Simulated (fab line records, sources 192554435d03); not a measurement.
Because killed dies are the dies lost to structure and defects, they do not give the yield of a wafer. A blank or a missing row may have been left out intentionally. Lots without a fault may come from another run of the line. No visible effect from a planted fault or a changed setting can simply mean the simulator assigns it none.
Code-filled problem report in 8D (eight disciplines) form / flow n5_finfet / the parts of the form that need people (team, actions taken, sign-off) are left out

== 1. PROBLEM STATEMENT ==
At N5_BEOL_M8_COAT_63, spin_speed_rpm averages 1596.1 rpm over 9 wafers from 3 lots, while fault-free wafers read 1499.9 rpm, standard deviation 1. That is +96 standard deviations from the usual mean.
The step: time 60 s, resist thk 60 nm.
Earliest sighting: wafer L168.1 on litho_track-04 at day 12 10:42. At this step, 33 wafers from 11 lots have a number in the record. The rule behind "out" and "out of limits": a value lying over 4 standard deviations away from the usual mean. Any other wafer with a number is counted as sound.

== 2. WHAT IT IS, AND WHAT IT ISN'T ==
question=which readings at this step | is=spin_speed_rpm | is not=-
question=which lots | is=L168, L170, L175 | is not=L160, L162, L165, L166, L167, L176, L179, L180
question=which wafers of those lots | is=all that have a number | is not=-
question=read on which tools | is=litho_track-04 | is not=litho_track-01, litho_track-02
question=when | is=from day 12 10:42 | is not=up to then (15 sound wafers); but 9 sound wafers of L176, L179, L180 came after

== 3. SUSPECTS, AND WHAT RULES EACH OUT ==
Counting: a tool at any process step up to the reading remains a suspect when it ran all the lots that are out and ran no sound lot after the first of those.
- litho_track-04 at N5_BEOL_M8_COAT_63 (time 60 s, resist thk 60 nm): kept. Every lot that is out went through it, starting with L168 (day 12 10:42), and after that it ran no sound lot; the last sound lot it ran before then is L166 (day 12 04:25). On those wafers its own readings are out: spin_speed_rpm.
Remaining after the count: litho_track-04 at N5_BEOL_M8_COAT_63.

== 4. THE CAUSE (what the simulator had put in) ==
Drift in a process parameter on litho_track-04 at N5_BEOL_M8_COAT_63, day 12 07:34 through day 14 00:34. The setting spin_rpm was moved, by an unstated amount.
Only this tool survived the counting.

== 5. SEQUENCE OF EFFECTS, ordered by route ==
Each row: a reading whose mean over the struck wafers that have a number lies more than 3 standard deviations from the usual. Readings are gone through only where the record gives a usual standard deviation; hours: the median, over the lots, of the time from a lot's start at the first step in this table giving one to that lot's start at this step; sigmas: the change measured in usual standard deviations.
hours=0; step=N5_BEOL_M8_COAT_63; reading=spin_speed_rpm; usual=1499.9 rpm; on struck wafers=1596.1; change=+96.2; sigmas=+96
Its process steps:
- N5_BEOL_M8_COAT_63: time 60 s, resist thk 60 nm.

== 6. HOW IT WOULD HAVE BEEN CAUGHT EARLIER ==
First out-of-limits reading in this record: day 12 10:42, which is 3 hours after fault onset at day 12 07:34.
